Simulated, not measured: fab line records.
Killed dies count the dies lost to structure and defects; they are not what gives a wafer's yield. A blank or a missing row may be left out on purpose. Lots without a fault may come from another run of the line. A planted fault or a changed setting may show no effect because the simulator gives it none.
Lot-split experiment :: flow n5_finfet :: 21 wafers read from 7 lots, route of 1938 steps

ON THE SPLIT
At N5_FIN_CUT_COAT_19 (time 60 s, resist thk 20 nm), the setting spin_rpm was moved away from the recipe's 1500 rpm on 7 of the 21 wafers read, by -8.5% to +5.5%. The other wafers ran this setting at the recipe's value.

FROM THE SPLIT TO THE READING: what the file shows between them, 5 steps
- N5_FIN_CUT_COAT_29: time 60 s, resist thk 10 nm
- N5_FIN_CUT_COAT_02: resist thk 30 nm
- N5_FIN_CUT_DESCUM_13: chemistry O2, time 7 s
- N5_FIN_CUT_ETCH_30: etches underlayer in N2/H2, target depth 13 nm, time 10.4 s
- N5_FIN_CUT_ETCH_20: etches SiARC in CF4, target depth 26 nm, time 43.3 s

THE READING
SiARC_of_FIN_CUT_COAT_19.thk_nm (the simulator's own value, which no gauge read), in nm, at N5_FIN_CUT_ETCH_21 (etches SOC in N2/H2, target depth 219 nm, overetch 43.8 nm, time 523.5 s). No usual value for it is given in the file. Here, 14 wafers ran the recipe; their average is 11.9 nm with a standard deviation of 0.28 nm.

wafer: L075.1
tool, chamber at the split: litho_track-05, 0
spin_rpm as run, rpm: 1500
against the recipe: recipe
SiARC_of_FIN_CUT_COAT_19.thk_nm, nm: 12.2
against lot-mates on the recipe: -

wafer: L075.3
tool, chamber at the split: litho_track-05, 0
spin_rpm as run, rpm: 1583
against the recipe: +5.5%
SiARC_of_FIN_CUT_COAT_19.thk_nm, nm: 11.6
against lot-mates on the recipe: -0.6

wafer: L075.4
tool, chamber at the split: litho_track-05, 0
spin_rpm as run, rpm: 1583
against the recipe: +5.5%
SiARC_of_FIN_CUT_COAT_19.thk_nm, nm: 11.6
against lot-mates on the recipe: -0.6

wafer: L081.1
tool, chamber at the split: litho_track-02, 0
spin_rpm as run, rpm: 1413
against the recipe: -5.8%
SiARC_of_FIN_CUT_COAT_19.thk_nm, nm: 12.8
against lot-mates on the recipe: +1.1

wafer: L081.2
tool, chamber at the split: litho_track-02, 0
spin_rpm as run, rpm: 1500
against the recipe: recipe
SiARC_of_FIN_CUT_COAT_19.thk_nm, nm: 11.8
against lot-mates on the recipe: -

wafer: L081.6
tool, chamber at the split: litho_track-02, 0
spin_rpm as run, rpm: 1500
against the recipe: recipe
SiARC_of_FIN_CUT_COAT_19.thk_nm, nm: 11.6
against lot-mates on the recipe: -

wafer: L086.3
tool, chamber at the split: litho_track-05, 0
spin_rpm as run, rpm: 1500
against the recipe: recipe
SiARC_of_FIN_CUT_COAT_19.thk_nm, nm: 11.6
against lot-mates on the recipe: -

wafer: L086.5
tool, chamber at the split: litho_track-05, 0
spin_rpm as run, rpm: 1500
against the recipe: recipe
SiARC_of_FIN_CUT_COAT_19.thk_nm, nm: 12
against lot-mates on the recipe: -

wafer: L086.6
tool, chamber at the split: litho_track-05, 0
spin_rpm as run, rpm: 1500
against the recipe: recipe
SiARC_of_FIN_CUT_COAT_19.thk_nm, nm: 12
against lot-mates on the recipe: -

wafer: L090.1
tool, chamber at the split: litho_track-02, 0
spin_rpm as run, rpm: 1500
against the recipe: recipe
SiARC_of_FIN_CUT_COAT_19.thk_nm, nm: 12.2
against lot-mates on the recipe: -

wafer: L090.3
tool, chamber at the split: litho_track-02, 0
spin_rpm as run, rpm: 1500
against the recipe: recipe
SiARC_of_FIN_CUT_COAT_19.thk_nm, nm: 12.2
against lot-mates on the recipe: -

wafer: L090.6
tool, chamber at the split: litho_track-02, 0
spin_rpm as run, rpm: 1386
against the recipe: -7.6%
SiARC_of_FIN_CUT_COAT_19.thk_nm, nm: 13.2
against lot-mates on the recipe: +1.0

wafer: L094.1
tool, chamber at the split: litho_track-02, 0
spin_rpm as run, rpm: 1372
against the recipe: -8.5%
SiARC_of_FIN_CUT_COAT_19.thk_nm, nm: 13
against lot-mates on the recipe: +0.6

wafer: L094.3
tool, chamber at the split: litho_track-02, 0
spin_rpm as run, rpm: 1372
against the recipe: -8.5%
SiARC_of_FIN_CUT_COAT_19.thk_nm, nm: 13
against lot-mates on the recipe: +0.6

wafer: L094.5
tool, chamber at the split: litho_track-02, 0
spin_rpm as run, rpm: 1500
against the recipe: recipe
SiARC_of_FIN_CUT_COAT_19.thk_nm, nm: 12.4
against lot-mates on the recipe: -

wafer: L095.1
tool, chamber at the split: litho_track-05, 0
spin_rpm as run, rpm: 1500
against the recipe: recipe
SiARC_of_FIN_CUT_COAT_19.thk_nm, nm: 11.8
against lot-mates on the recipe: -

wafer: L095.4
tool, chamber at the split: litho_track-05, 0
spin_rpm as run, rpm: 1500
against the recipe: recipe
SiARC_of_FIN_CUT_COAT_19.thk_nm, nm: 11.8
against lot-mates on the recipe: -

wafer: L095.2
tool, chamber at the split: litho_track-05, 0
spin_rpm as run, rpm: 1500
against the recipe: recipe
SiARC_of_FIN_CUT_COAT_19.thk_nm, nm: 11.4
against lot-mates on the recipe: -

wafer: L097.3
tool, chamber at the split: litho_track-05, 0
spin_rpm as run, rpm: 1500
against the recipe: recipe
SiARC_of_FIN_CUT_COAT_19.thk_nm, nm: 12
against lot-mates on the recipe: -

wafer: L097.4
tool, chamber at the split: litho_track-05, 0
spin_rpm as run, rpm: 1500
against the recipe: recipe
SiARC_of_FIN_CUT_COAT_19.thk_nm, nm: 12.2
against lot-mates on the recipe: -

wafer: L097.6
tool, chamber at the split: litho_track-05, 0
spin_rpm as run, rpm: 1566
against the recipe: +4.4%
SiARC_of_FIN_CUT_COAT_19.thk_nm, nm: 11.2
against lot-mates on the recipe: -0.9

FIT RESULTS
A straight line over all 21 wafers: SiARC_of_FIN_CUT_COAT_19.thk_nm changes by -0.123 nm for each +1% of spin_rpm; r = -0.87; the points scatter about the line by 0.27 nm.
The same after taking each lot's own level away (the mean of its wafers on the recipe; 21 wafers): -0.111 nm for each +1%; r = -0.90; scatter 0.22 nm.
That fit puts the effect of the largest move of spin_rpm on the reading at 0.94 nm.
Measured against the standard deviation above, the lots' own levels, which go from 11.67 to 12.40 nm, span 2.6 times it.
In other words, the slope is changed by the lot-to-lot level; the two fits disagree.
Check: for one of the wafers moved furthest among these (-8.5%), held out of the fit, the line's prediction against its lot-mates is +1.03 nm. Against them it came out at +0.6 nm.

OTHER SPLITS ON THESE WAFERS
Before the reading, these wafers also passed through other splits. Each is held against what the fit with the lots' levels taken away leaves over:
other split on the same wafers: N5_ZERO_LAYER_PECVD_02 time_s
wafers away from the commonest value: 5
r with SiARC_of_FIN_CUT_COAT_19.thk_nm (lot level and that fit taken away): +0.07

other split on the same wafers: N5_FIN_SAQP_FIN_ETCH_36 bias_w
wafers away from the commonest value: 6
r with SiARC_of_FIN_CUT_COAT_19.thk_nm (lot level and that fit taken away): +0.13

THE WHOLE CHAIN: every reading that the file lists as answering this split, in the file's order
step: N5_FIN_CUT_COAT_19
what it does: time 60 s, resist thk 20 nm
reading: SiARC_of_FIN_CUT_COAT_19.thk_nm (the simulator's own value, which no gauge read)
change (the file's fit): -0.104 nm for each +1% of the setting
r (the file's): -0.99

step: N5_FIN_CUT_ETCH_20
what it does: etches SiARC in CF4, target depth 26 nm, time 43.3 s
reading: etch.depth_nm (the simulator's own value, which no gauge read)
change (the file's fit): -0.108 nm for each +1% of the setting
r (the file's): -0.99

step: N5_FIN_CUT_ETCH_21
what it does: etches SOC in N2/H2, target depth 219 nm, overetch 43.8 nm, time 523.5 s
reading: SiARC_of_FIN_CUT_COAT_19.thk_nm (the simulator's own value, which no gauge read)
change (the file's fit): -0.123 nm for each +1% of the setting
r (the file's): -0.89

FILE'S OWN FIT
SiARC_of_FIN_CUT_COAT_19.thk_nm changes by -0.123 nm for each +1% of spin_rpm, r = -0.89.
